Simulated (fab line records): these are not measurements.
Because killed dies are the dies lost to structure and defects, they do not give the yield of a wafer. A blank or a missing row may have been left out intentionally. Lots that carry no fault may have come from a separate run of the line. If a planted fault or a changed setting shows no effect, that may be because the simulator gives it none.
fab line records    flow nand-harc
[record] lots = 24  wafers = 72  last-day = 25
route steps=1159 shown P_CONTACT@246 P_M0@283 P_M2@345 A_ZERO_WELL@411 A_STAIRCASE@561
lots that met no fault: from a run of the same line without faults
start-h: start of the lot's first displayed wafer, in hours after the record's first day    wait-h: hours elapsed since this lot's preceding step    " as in the row above    L1.1+2: a single row standing in for several wafers    - value missing, or start not given    * or withheld: withheld    < > ~ a bound
route shown NAME@n: a module of which the file shows steps, and the number in the route of the first    usual: mean/standard deviation taken from wafers without a fault    same: alike in all rows    chamber/n: place in a boat    sites: readings site by site    _std_site: the values' standard deviation    _edge_site: the outer-site mean with the inner-site mean subtracted    radius-mm: how far each site lies from the wafer's centre    mask NAME#n: copy n    behind: the last tool/chamber to shape the wafer    hold: the reason the lot was held/the length of the hold in hours/how it ended    device: which transistor (n, p or np) failed to switch    end of line: at the end of the route, the tests of the same wafers    where a step has no rows: the recipe by itself    killed: at the first sort, the dies lost to defects and structure; wafer yield is something else    map: dies across one wafer; x = killed, . = not, _ = none there
set.NAME: the run value of the setting; set.NAME@STEP: its run value at that earlier step    model.NAME: the simulator's own value behind a step, which no gauge read
the route's steps for a sample of lots (tables are steps, rows are wafers)
services: from which hour (start-h, from the record's first day; less than 0 if before it) a tool's chamber was out of use, for how many hours, and why
[[steps]]
[step NHARC_P_CONTACT_PVD_32]
[recipe] target-thk-a = 50  chamber-pressure-pa = 5  power-w = 5000  substrate-temp-c = 200  time-s = 17.7  material = Ti
[usual] throttle-valve-pct = 29.7/0.84
lot.wafer  tool            chamber  start-h  wait-h  throttle-valve-pct
L075.3     pvd-sputter-02  -        -        -       30.6
L075.5     "               -        "        "       29.5
L075.6     "               -        "        "       29.6
L074.4     pvd-sputter-01  -        -        -       29.7
L074.6     "               -        "        "       28.5
L074.5     "               -        "        "       30.2
L077.1     pvd-sputter-02  -        -        -       30.4
L077.3     "               -        "        "       29.8
L077.5     "               -        "        "       30.2
L076.1     pvd-sputter-03  -        -        -       29.5
L076.4     "               -        "        "       29.6
L076.6     "               -        "        "       31.0
L078.2     pvd-sputter-01  -        -        -       29.9
L078.5     "               -        "        "       30.1
L078.6     "               -        "        "       29.9
L079.2     pvd-sputter-03  -        -        -       31.4
L079.1     "               -        "        "       29.6
L079.6     "               -        "        "       28.1
L080.1     pvd-sputter-03  -        -        -       31.3
L080.2     "               -        "        "       28.1
L080.3     "               -        "        "       29.7
L081.4     pvd-sputter-02  -        -        -       29.7
L081.3     "               -        "        "       30.4
L081.6     "               -        "        "       29.5
L082.1     pvd-sputter-02  -        -        -       29.9
L082.4     "               -        "        "       30.5
L082.5     "               -        "        "       29.6
L084.1     pvd-sputter-03  -        -        -       28.1
L084.4     "               -        "        "       29.4
L084.5     "               -        "        "       29.2
L083.4     pvd-sputter-01  -        -        -       30.2
L083.2     "               -        "        "       29.5
L083.5     "               -        "        "       30.5
L087.4     pvd-sputter-02  -        -        -       29.9
L087.6     "               -        "        "       29.8
L087.5     "               -        "        "       29.7
L088.4     pvd-sputter-01  -        -        -       29.7
L088.6     "               -        "        "       29.8
L088.5     "               -        "        "       30.0
L086.2     pvd-sputter-03  -        -        -       29.2
L086.1     "               -        "        "       31.4
L086.3     "               -        "        "       28.1
L085.4     pvd-sputter-01  -        -        -       29.4
L085.5     "               -        "        "       29.7
L085.6     "               -        "        "       30.2
L089.1     pvd-sputter-01  -        -        -       30.3
L089.3     "               -        "        "       30.1
L089.6     "               -        "        "       29.7
L090.4     pvd-sputter-03  -        -        -       29.5
L090.2     "               -        "        "       29.3
L090.5     "               -        "        "       29.2
L091.4     pvd-sputter-03  -        -        -       31.6
L091.2     "               -        "        "       29.9
L091.6     "               -        "        "       31.2
L093.2     pvd-sputter-01  -        -        -       29.9
L093.1     "               -        "        "       29.2
L093.3     "               -        "        "       29.7
L092.3     pvd-sputter-01  -        -        -       29.4
L092.2     "               -        "        "       30.4
L092.6     "               -        "        "       30.4
L094.1     pvd-sputter-01  -        -        -       30.2
L094.4     "               -        "        "       30.1
L094.6     "               -        "        "       30.2
L095.2     pvd-sputter-02  -        -        -       30.1
L095.4     "               -        "        "       30.6
L095.6     "               -        "        "       30.2
L096.3     pvd-sputter-03  -        -        -       29.8
L096.2     "               -        "        "       29.4
L096.5     "               -        "        "       29.7
L097.1     pvd-sputter-01  -        -        -       29.1
L097.2     "               -        "        "       29.2
L097.6     "               -        "        "       30.2
[step NHARC_P_M0_PRE_CLEAN_31]
[recipe] time-s = 12  temp-c = 370  rf-power-w = 300  gas = NH3
[usual] heater-power-w = 644/63
lot.wafer  tool      chamber  start-h  wait-h  heater-power-w  since-wet-clean-h
L075.3     pecvd-04  1        128.46   0.1     671             101
L075.5     "         0        "        "       751             -
L075.6     "         2        "        "       729             -
L074.6     pecvd-02  1        129.53   0.6     617             -
L074.5     "         2        "        "       694             -
L074.4     "         0        "        "       569             -
L077.1     pecvd-03  2        138.24   0.1     714             14
L077.3     "         0        "        "       641             14
L077.5     "         0        "        "       625             -
L076.1     pecvd-03  0        138.85   0.2     593             15
L076.4     "         0        "        "       595             -
L076.6     "         1        "        "       505             -
L078.2     pecvd-04  0        139.11   0.1     632             111
L078.5     "         2        "        "       733             -
L078.6     "         0        "        "       658             -
L079.1     pecvd-02  2        149.70   0.1     659             165
L079.2     "         1        "        "       613             165
L079.6     "         1        "        "       620             -
L080.2     pecvd-04  0        157.51   0.1     660             130
L080.1     "         1        "        "       719             130
L080.3     "         2        "        "       715             130
L081.3     pecvd-04  2        158.09   0.1     693             130
L081.6     "         2        "        "       689             -
L081.4     "         0        "        "       723             -
L082.1     pecvd-03  2        169.94   0.1     661             46
L082.5     "         1        "        "       546             -
L082.4     "         2        "        "       687             -
L084.1     pecvd-03  0        176.36   0.1     537             52
L084.5     "         1        "        "       602             -
L084.4     "         0        "        "       542             -
L083.2     pecvd-03  1        187.22   0.1     582             63
L083.5     "         2        "        "       700             -
L083.4     "         1        "        "       576             -
L088.5     pecvd-02  0        197.43   0.1     556             -
L088.6     "         1        "        "       655             -
L088.4     "         2        "        "       751             -
L087.6     pecvd-03  0        197.58   0.2     607             -
L087.4     "         1        "        "       548             -
L087.5     "         2        "        "       724             -
L086.3     pecvd-02  1        197.83   0.1     644             32
L086.1     "         2        "        "       726             32
L086.2     "         0        "        "       669             32
L085.5     pecvd-03  2        198.63   0.1     666             -
L085.6     "         0        "        "       577             -
L085.4     "         1        "        "       605             -
L089.3     pecvd-03  1        220.35   0.1     565             96
L089.1     "         2        "        "       723             96
L089.6     "         2        "        "       725             -
L090.2     pecvd-03  2        220.99   0.1     717             97
L090.4     "         2        "        "       693             -
L090.5     "         0        "        "       620             -
L091.2     pecvd-03  1        221.61   0.1     587             98
L091.4     "         1        "        "       590             -
L091.6     "         2        "        "       606             -
L093.1     pecvd-02  2        228.26   0.1     645             62
L093.3     "         0        "        "       618             62
L093.2     "         1        "        "       607             62
L092.2     pecvd-02  1        229.15   0.1     580             63
L092.3     "         2        "        "       755             63
L092.6     "         1        "        "       591             -
L094.1     pecvd-03  2        236.40   0.1     681             112
L094.4     "         2        "        "       703             -
L094.6     "         1        "        "       615             -
L095.2     pecvd-04  2        241.66   0.1     647             33
L095.6     "         1        "        "       594             -
L095.4     "         0        "        "       755             -
L096.3     pecvd-04  1        251.57   0.1     578             43
L096.2     "         2        "        "       595             43
L096.5     "         2        "        "       587             -
L097.2     pecvd-04  0        255.56   0.1     710             47
L097.1     "         2        "        "       684             47
L097.6     "         0        "        "       721             -
[step NHARC_P_M2_THK_MEAS_24]
[recipe] thk-meas-gauge = xrf
[usual] thk-nm = 144.2/1.4
lot.wafer  tool           chamber  start-h  wait-h  thk-nm
L075.3     film-metro-02  -        136.58   -       144.5
L075.5     "              -        "        "       143.5
L075.6     "              -        "        "       145.2
L074.4     film-metro-02  -        138.26   -       144.6
L074.5     "              -        "        "       144.8
L074.6     "              -        "        "       143.3
L077.1     film-metro-02  -        147.26   -       143.2
L077.3     "              -        "        "       144.0
L077.5     "              -        "        "       143.5
L078.2     film-metro-01  -        147.35   -       145.9
L078.5     "              -        "        "       145.3
L078.6     "              -        "        "       142.7
L076.1     film-metro-02  -        147.60   -       145.3
L076.4     "              -        "        "       143.9
L076.6     "              -        "        "       142.9
L079.1     film-metro-01  -        158.00   -       145.2
L079.2     "              -        "        "       142.3
L079.6     "              -        "        "       142.7
L080.1     film-metro-02  -        165.82   -       144.8
L080.2     "              -        "        "       146.3
L080.3     "              -        "        "       144.0
L081.3     film-metro-01  -        166.34   -       143.7
L081.4     "              -        "        "       143.9
L081.6     "              -        "        "       142.3
L082.1     film-metro-02  -        177.88   -       143.7
L082.4     "              -        "        "       142.8
L082.5     "              -        "        "       146.1
L084.1     film-metro-01  -        184.77   -       146.3
L084.4     "              -        "        "       142.6
L084.5     "              -        "        "       144.2
L083.2     film-metro-01  -        195.44   -       143.8
L083.4     "              -        "        "       143.0
L083.5     "              -        "        "       145.8
L088.4     film-metro-02  -        205.71   -       145.1
L088.5     "              -        "        "       143.8
L088.6     "              -        "        "       143.3
L087.4     film-metro-02  -        206.02   -       143.4
L087.5     "              -        "        "       145.4
L087.6     "              -        "        "       144.4
L086.1     film-metro-02  -        206.59   -       144.8
L086.2     "              -        "        "       144.4
L086.3     "              -        "        "       144.8
L085.4     film-metro-02  -        206.86   -       146.5
L085.5     "              -        "        "       143.9
L085.6     "              -        "        "       144.8
L089.1     film-metro-02  -        229.25   -       141.4
L089.3     "              -        "        "       143.5
L089.6     "              -        "        "       144.8
L091.2     film-metro-01  -        229.79   -       144.2
L091.4     "              -        "        "       143.5
L091.6     "              -        "        "       144.8
L090.2     film-metro-01  -        230.25   -       145.2
L090.4     "              -        "        "       145.1
L090.5     "              -        "        "       144.4
L093.1     film-metro-01  -        237.70   -       141.1
L093.2     "              -        "        "       145.3
L093.3     "              -        "        "       144.9
L092.2     film-metro-01  -        237.85   -       144.3
L092.3     "              -        "        "       144.1
L092.6     "              -        "        "       143.8
L094.1     film-metro-01  -        245.10   -       148.2
L094.4     "              -        "        "       144.8
L094.6     "              -        "        "       145.3
L095.2     film-metro-01  -        249.88   -       144.7
L095.4     "              -        "        "       144.5
L095.6     "              -        "        "       142.8
L096.2     film-metro-01  -        259.86   -       144.5
L096.3     "              -        "        "       142.9
L096.5     "              -        "        "       142.6
L097.1     film-metro-02  -        263.80   -       143.2
L097.2     "              -        "        "       144.8
L097.6     "              -        "        "       144.7
[step NHARC_A_ZERO_WELL_RTA_16]
[recipe] temp-c = 1000  time-s = 10
[usual] lamp-power-pct = 33.5/0.42  lamp_zone_5_pct = 33.5/0.43  wafer_temp_C_max = 1006.5/1.9
lot.wafer  tool           chamber  start-h  wait-h  lamp-power-pct  lamp_zone_5_pct  wafer_temp_C_max
L075.3     rtp-anneal-02  0        143.94   -       33.9            33.9             1008.5
L075.5     "              0        "        "       33.8            33.9             1006.0
L075.6     "              0        "        "       33.9            33.8             1008.3
L074.4     rtp-anneal-02  0        145.59   -       33.9            33.9             1011.1
L074.5     "              0        "        "       33.9            33.9             1010.9
L074.6     "              0        "        "       33.9            33.9             1009.5
L077.1     rtp-anneal-02  0        154.66   -       33.9            34.0             1006.1
L077.3     "              0        "        "       33.9            33.9             1008.5
L077.5     "              0        "        "       33.9            33.9             1007.1
L078.2     rtp-anneal-01  0        155.03   -       33.1            32.9             1004.5
L078.5     "              0        "        "       33.1            33.0             1006.7
L078.6     "              0        "        "       33.0            33.0             1005.0
L076.1     rtp-anneal-02  0        155.38   -       33.9            33.9             1008.6
L076.4     "              0        "        "       33.9            33.9             1005.8
L076.6     "              0        "        "       33.9            33.9             1007.7
L079.1     rtp-anneal-01  0        165.68   0.1     33.0            33.0             1007.5
L079.2     "              0        "        "       33.1            33.0             1004.1
L079.6     "              0        "        "       33.0            33.1             1004.6
L080.1     rtp-anneal-01  0        173.14   -       33.1            33.1             1005.1
L080.2     "              0        "        "       33.1            33.1             1003.7
L080.3     "              0        "        "       33.0            33.0             1003.9
L081.3     rtp-anneal-02  0        174.24   -       33.9            33.9             1005.8
L081.4     "              0        "        "       33.8            33.9             1006.1
L081.6     "              0        "        "       33.9            33.9             1009.2
L082.1     rtp-anneal-02  0        185.46   -       33.9            33.8             1007.8
L082.4     "              0        "        "       33.9            33.9             1006.6
L082.5     "              0        "        "       33.9            33.9             1008.1
L084.1     rtp-anneal-02  0        191.95   -       33.9            33.9             1007.2
L084.4     "              0        "        "       33.9            33.8             1010.0
L084.5     "              0        "        "       33.9            33.9             1009.4
L083.2     rtp-anneal-01  0        202.74   -       33.1            33.1             1005.8
L083.4     "              0        "        "       33.1            33.1             1004.4
L083.5     "              0        "        "       33.0            33.0             1004.8
L088.4     rtp-anneal-02  0        213.49   -       33.9            33.8             1008.3
L088.5     "              0        "        "       33.8            33.9             1007.5
L088.6     "              0        "        "       33.9            33.9             1009.2
L087.4     rtp-anneal-01  0        214.14   -       33.1            33.1             1004.3
L087.5     "              0        "        "       33.0            33.1             1004.6
L087.6     "              0        "        "       33.0            33.0             1004.0
L086.1     rtp-anneal-02  0        214.22   -       33.9            33.9             1006.6
L086.2     "              0        "        "       33.9            34.0             1008.4
L086.3     "              0        "        "       33.9            33.9             1007.1
L085.4     rtp-anneal-01  0        214.47   -       33.1            33.0             1004.5
L085.5     "              0        "        "       33.0            33.1             1004.2
L085.6     "              0        "        "       33.0            33.1             1005.0
L089.1     rtp-anneal-02  0        236.48   -       33.8            33.9             1010.5
L089.3     "              0        "        "       34.0            33.9             1009.2
L089.6     "              0        "        "       33.9            33.9             1007.9
L091.2     rtp-anneal-02  0        237.45   -       33.9            33.9             1010.4
L091.4     "              0        "        "       33.9            33.8             1007.5
L091.6     "              0        "        "       33.8            33.9             1007.0
L090.2     rtp-anneal-02  0        237.93   0.2     33.9            33.9             1007.4
L090.4     "              0        "        "       33.9            33.8             1006.6
L090.5     "              0        "        "       33.9            33.9             1006.8
L093.1     rtp-anneal-01  0        245.35   0.1     33.0            33.0             1009.0
L093.2     "              0        "        "       33.0            32.9             1004.2
L093.3     "              0        "        "       33.0            33.0             1004.5
L092.2     rtp-anneal-01  0        245.60   -       33.0            33.1             1005.0
L092.3     "              0        "        "       33.0            33.0             1004.4
L092.6     "              0        "        "       33.0            33.0             1005.8
L094.1     rtp-anneal-02  0        252.42   -       33.9            33.9             1006.8
L094.4     "              0        "        "       33.9            33.9             1006.1
L094.6     "              0        "        "       33.9            33.9             1005.4
L095.2     rtp-anneal-01  0        257.38   -       33.1            33.0             1004.0
L095.4     "              0        "        "       33.1            33.0             1005.5
L095.6     "              0        "        "       33.0            33.1             1006.0
L096.2     rtp-anneal-01  0        269.33   -       33.1            33.0             1004.9
L096.3     "              0        "        "       33.0            33.1             1005.5
L096.5     "              0        "        "       33.1            33.1             1004.0
L097.1     rtp-anneal-01  0        271.17   -       33.1            33.0             1005.5
L097.2     "              0        "        "       33.0            33.0             1005.6
L097.6     "              0        "        "       33.1            33.0             1005.5
[step NHARC_A_STAIRCASE_TRIM_24]
[recipe] time-s = 211.2  o2-flow-sccm = 500  ar-flow-sccm = 0  bias-w = 0  chemistry = O2
[usual] drypump-motor-current-A = 5.8/0.33  oes-product-au = 1.004/0.0079  rf-vpp-V = 57.9/0.9  showerhead-plenum-p-Torr = 3.55/0.11  throttle-valve-pct = 17.037/0.0091
lot.wafer  tool         chamber  start-h  wait-h  drypump-motor-current-A  oes-product-au  rf-hours-counter-h  rf-vpp-V  showerhead-plenum-p-Torr  throttle-valve-pct
L075.3     rie-diel-05  3        -        -       5.9                      1.002           29                  57.0      3.35                      17.040
L075.5     "            3        "        "       5.9                      1.002           -                   57.6      3.35                      17.047
L075.6     "            0        "        "       6.2                      1.009           -                   60.3      3.56                      17.052
L074.4     rie-diel-11  1        -        -       5.5                      0.995           15                  57.7      3.61                      17.048
L074.5     "            1        "        "       5.5                      0.993           -                   57.7      3.61                      17.047
L074.6     "            2        "        "       6.1                      1.007           -                   58.9      3.77                      17.019
L076.1     rie-diel-11  3        -        -       5.9                      1.004           20                  57.4      3.62                      17.049
L076.4     "            0        "        "       5.3                      1.010           18                  57.0      3.52                      17.037
L076.6     "            2        "        "       6.1                      1.015           -                   59.1      3.77                      17.036
L078.2     rie-diel-05  2        -        -       5.5                      1.018           33                  56.0      3.49                      17.030
L078.5     "            0        "        "       6.1                      1.005           -                   57.2      3.56                      17.035
L078.6     "            1        "        "       6.0                      1.001           -                   57.6      3.66                      17.054
L077.1     rie-diel-05  0        -        -       6.1                      1.006           32                  56.9      3.56                      17.040
L077.3     "            3        "        "       6.0                      1.007           33                  58.0      3.35                      17.045
L077.5     "            1        "        "       6.0                      1.005           -                   58.2      3.66                      17.040
L079.2     rie-diel-04  2        -        -       5.6                      1.004           49                  57.2      3.45                      17.028
L079.1     "            0        "        "       6.0                      1.009           58                  57.9      3.61                      17.036
L079.6     "            3        "        "       6.1                      0.997           -                   58.4      3.56                      17.033
L080.2     rie-diel-04  2        -        -       5.6                      0.996           51                  58.3      3.45                      17.029
L080.3     "            0        "        "       6.0                      1.012           62                  58.2      3.61                      17.054
L080.1     "            1        "        "       5.0                      0.993           56                  58.5      3.49                      17.037
L081.4     rie-diel-11  0        -        -       5.3                      1.024           26                  57.2      3.52                      17.040
L081.3     "            2        "        "       6.1                      1.002           27                  57.3      3.76                      17.053
L081.6     "            0        "        "       5.3                      1.012           -                   57.9      3.52                      17.047
L082.4     rie-diel-05  0        -        -       6.1                      1.014           42                  58.5      3.55                      17.020
L082.1     "            2        "        "       5.5                      1.003           45                  58.1      3.49                      17.016
L082.5     "            1        "        "       6.0                      1.010           -                   58.2      3.65                      17.039
L084.1     rie-diel-11  2        -        -       6.1                      1.002           36                  60.3      3.76                      17.039
L084.4     "            0        "        "       5.3                      1.009           34                  59.2      3.52                      17.041
L084.5     "            3        "        "       5.9                      1.004           -                   57.5      3.61                      17.036
L083.2     rie-diel-04  1        -        -       5.0                      0.977           2                   56.0      3.49                      17.057
L083.4     "            0        "        "       6.0                      1.008           2                   57.7      3.61                      17.041
L083.5     "            2        "        "       5.6                      0.986           -                   57.4      3.44                      17.040
L086.3     rie-diel-11  0        -        -       5.3                      1.011           40                  59.5      3.51                      17.044
L086.1     "            1        "        "       5.5                      1.004           42                  58.1      3.60                      17.038
L086.2     "            2        "        "       6.1                      1.005           44                  59.4      3.75                      17.036
L088.6     rie-diel-05  2        -        -       5.4                      0.995           -                   57.8      3.48                      17.023
L088.4     "            3        "        "       5.9                      1.004           -                   56.1      3.34                      17.022
L088.5     "            0        "        "       6.1                      1.015           -                   55.9      3.54                      17.025
L087.4     rie-diel-11  3        -        -       5.9                      1.005           43                  58.6      3.61                      17.044
L087.6     "            3        "        "       5.9                      0.999           -                   58.2      3.61                      17.030
L087.5     "            0        "        "       5.3                      1.015           -                   58.5      3.51                      17.037
L085.4     rie-diel-05  2        -        -       5.5                      0.991           -                   56.8      3.48                      17.032
L085.6     "            3        "        "       6.0                      1.006           -                   57.5      3.34                      17.058
L085.5     "            0        "        "       6.2                      1.015           -                   59.0      3.54                      17.044
L089.1     rie-diel-11  2        -        -       6.1                      1.011           47                  59.4      3.75                      17.017
L089.3     "            3        "        "       5.9                      1.013           45                  57.7      3.60                      17.038
L089.6     "            2        "        "       6.0                      1.003           -                   58.6      3.75                      17.042
L091.2     rie-diel-05  0        -        -       6.2                      1.012           62                  58.0      3.54                      17.039
L091.6     "            3        "        "       5.9                      1.014           -                   57.9      3.34                      17.043
L091.4     "            0        "        "       6.1                      1.001           -                   55.9      3.54                      17.026
L092.3     rie-diel-11  0        -        -       5.3                      1.007           48                  57.7      3.51                      17.044
L092.2     "            2        "        "       6.0                      1.010           51                  58.5      3.75                      17.043
L092.6     "            3        "        "       5.9                      1.004           -                   59.2      3.60                      17.023
L090.2     rie-diel-11  0        -        -       5.3                      1.013           48                  58.8      3.51                      17.032
L090.4     "            1        "        "       5.5                      1.001           49                  57.8      3.59                      17.039
L090.5     "            3        "        "       5.9                      1.006           -                   58.7      3.60                      17.027
L093.3     rie-diel-04  2        -        -       5.7                      0.998           20                  56.2      3.43                      17.048
L093.1     "            3        "        "       6.2                      1.000           22                  57.3      3.54                      17.045
L093.2     "            0        "        "       6.0                      1.001           22                  57.2      3.60                      17.034
L095.4     rie-diel-11  2        -        -       6.0                      1.006           56                  60.7      3.74                      17.026
L095.2     "            3        "        "       6.0                      0.996           52                  58.8      3.60                      17.034
L095.6     "            1        "        "       5.6                      0.994           -                   58.8      3.59                      17.054
L094.1     rie-diel-05  2        -        -       5.4                      1.010           4                   57.1      3.47                      17.045
L094.4     "            2        "        "       5.4                      1.007           -                   57.3      3.47                      17.039
L094.6     "            2        "        "       5.5                      1.000           -                   58.9      3.47                      17.040
L096.3     rie-diel-04  3        -        -       6.2                      1.001           33                  58.4      3.54                      17.040
L096.2     "            2        "        "       5.6                      1.001           32                  57.2      3.43                      17.036
L096.5     "            0        "        "       6.0                      1.020           -                   57.9      3.59                      17.048
L097.1     rie-diel-11  3        -        -       5.9                      0.998           1                   58.7      3.60                      17.042
L097.2     "            0        "        "       5.3                      1.000           1                   58.2      3.50                      17.029
L097.6     "            0        "        "       5.3                      1.005           -                   58.5      3.50                      17.035
[step NHARC_A_STAIRCASE_STRIP_175]
[recipe] power-w = 1500  temp-c = 250  chemistry = O2
[usual] drypump-motor-current-A = 6.1/0.34  heater-power-w = 309/11
lot.wafer  tool             chamber  start-h  wait-h  drypump-motor-current-A  heater-power-w  rf-hours-counter-h
L075.3     plasma-asher-01  1        249.02   0.2     5.9                      312             -
L075.5     "                1        "        "       5.8                      319             -
L075.6     "                0        "        "       5.9                      326             -
L074.4     plasma-asher-02  1        249.23   0.2     6.6                      297             -
L074.5     "                1        "        "       6.6                      305             -
L074.6     "                0        "        "       6.0                      299             -
L076.1     plasma-asher-02  0        256.70   0.1     6.0                      301             21
L076.4     "                1        "        "       6.6                      301             -
L076.6     "                1        "        "       6.6                      298             -
L078.2     plasma-asher-02  1        258.39   0.4     6.6                      308             23
L078.6     "                1        "        "       6.6                      300             -
L078.5     "                0        "        "       6.0                      305             -
L077.1     plasma-asher-02  0        260.50   0.1     6.0                      301             24
L077.3     "                0        "        "       6.0                      295             -
L077.5     "                1        "        "       6.6                      308             -
L079.2     plasma-asher-01  1        267.36   0.1     5.8                      310             55
L079.1     "                0        "        "       5.8                      327             55
L079.6     "                0        "        "       5.9                      322             -
L080.2     plasma-asher-01  1        274.51   0.1     5.9                      319             57
L080.1     "                0        "        "       5.8                      320             57
L080.3     "                0        "        "       5.8                      327             -
L081.3     plasma-asher-02  1        275.07   0.2     6.6                      302             -
L081.4     "                0        "        "       6.0                      296             -
L081.6     "                1        "        "       6.6                      307             -
L082.1     plasma-asher-01  1        286.63   0.1     5.8                      306             0
L082.4     "                1        "        "       5.8                      312             -
L082.5     "                1        "        "       5.8                      312             -
L084.1     plasma-asher-02  0        298.96   0.1     6.0                      303             38
L084.4     "                0        "        "       6.0                      306             -
L084.5     "                1        "        "       6.6                      307             -
L083.2     plasma-asher-02  1        305.34   0.1     6.6                      305             39
L083.4     "                0        "        "       6.0                      303             -
L083.5     "                0        "        "       6.0                      298             -
L086.1     plasma-asher-01  1        325.61   0.1     5.9                      310             10
L086.2     "                0        "        "       5.8                      329             10
L086.3     "                1        "        "       5.9                      315             -
L088.4     plasma-asher-02  0        326.90   0.2     6.0                      297             -
L088.6     "                1        "        "       6.6                      301             -
L088.5     "                0        "        "       5.9                      303             -
L087.4     plasma-asher-02  1        330.01   0.2     6.6                      304             -
L087.6     "                0        "        "       6.0                      301             -
L087.5     "                1        "        "       6.6                      297             -
L085.4     plasma-asher-02  0        330.53   0.7     6.0                      305             -
L085.6     "                0        "        "       6.0                      304             -
L085.5     "                1        "        "       6.6                      304             -
L089.1     plasma-asher-02  0        334.93   0.2     6.0                      301             49
L089.3     "                1        "        "       6.6                      315             -
L089.6     "                1        "        "       6.6                      304             -
L091.2     plasma-asher-02  0        336.36   0.3     6.0                      308             50
L091.4     "                1        "        "       6.6                      308             -
L091.6     "                1        "        "       6.6                      304             -
L092.2     plasma-asher-01  1        344.27   0.1     5.9                      304             18
L092.3     "                0        "        "       5.8                      330             -
L092.6     "                1        "        "       5.8                      306             -
L090.2     plasma-asher-02  0        344.65   0.1     6.0                      302             52
L090.4     "                0        "        "       6.0                      302             -
L090.5     "                0        "        "       6.0                      305             -
L093.2     plasma-asher-02  0        348.46   0.1     6.0                      299             54
L093.1     "                1        "        "       6.6                      305             54
L093.3     "                0        "        "       6.0                      304             -
L095.2     plasma-asher-02  0        354.94   0.2     6.0                      298             57
L095.4     "                0        "        "       6.0                      302             -
L095.6     "                0        "        "       6.0                      309             -
L094.1     plasma-asher-01  0        357.13   0.1     5.8                      332             23
L094.4     "                1        "        "       5.9                      312             -
L094.6     "                0        "        "       5.8                      332             -
L096.2     plasma-asher-01  1        369.32   0.3     5.8                      306             29
L096.3     "                1        "        "       5.8                      305             -
L096.5     "                0        "        "       5.8                      336             -
L097.2     plasma-asher-02  1        379.30   0.1     6.6                      301             2
L097.1     "                0        "        "       6.0                      299             2
L097.6     "                1        "        "       6.6                      306             -
[[services]]
tool             chamber  start-h  hours  kind
pecvd-03         1        91.26    10.6   repair
pvd-sputter-01   -        95.05    3.5    repair
plasma-asher-01  -        99.00    9.0    pm
pvd-sputter-03   -        102.02   10.0   pm
pecvd-03         -        111.00   13.0   pm
rie-diel-11      1        139.63   2.1    repair
pvd-sputter-03   -        149.10   1.8    repair
pvd-sputter-03   -        157.13   3.6    repair
pvd-sputter-01   -        161.99   10.0   pm
rie-diel-05      -        163.62   9.0    pm
plasma-asher-02  -        183.25   9.0    pm
rie-diel-05      0        185.02   4.9    repair
rie-diel-11      -        189.59   9.0    pm
pvd-sputter-03   -        221.23   11.6   repair
pecvd-03         0        231.24   10.6   repair
pvd-sputter-01   -        272.98   0.5    repair
pecvd-03         -        292.00   13.0   pm
rtp-anneal-02    -        300.04   12.0   pm
rie-diel-11      1        304.97   3.8    repair
rie-diel-11      -        310.36   0.3    repair
pvd-sputter-01   -        340.03   10.0   pm
rie-diel-11      3        350.25   3.7    repair
plasma-asher-02  -        360.55   9.0    pm
pvd-sputter-01   -        369.90   3.9    repair
[[key]]
fault none
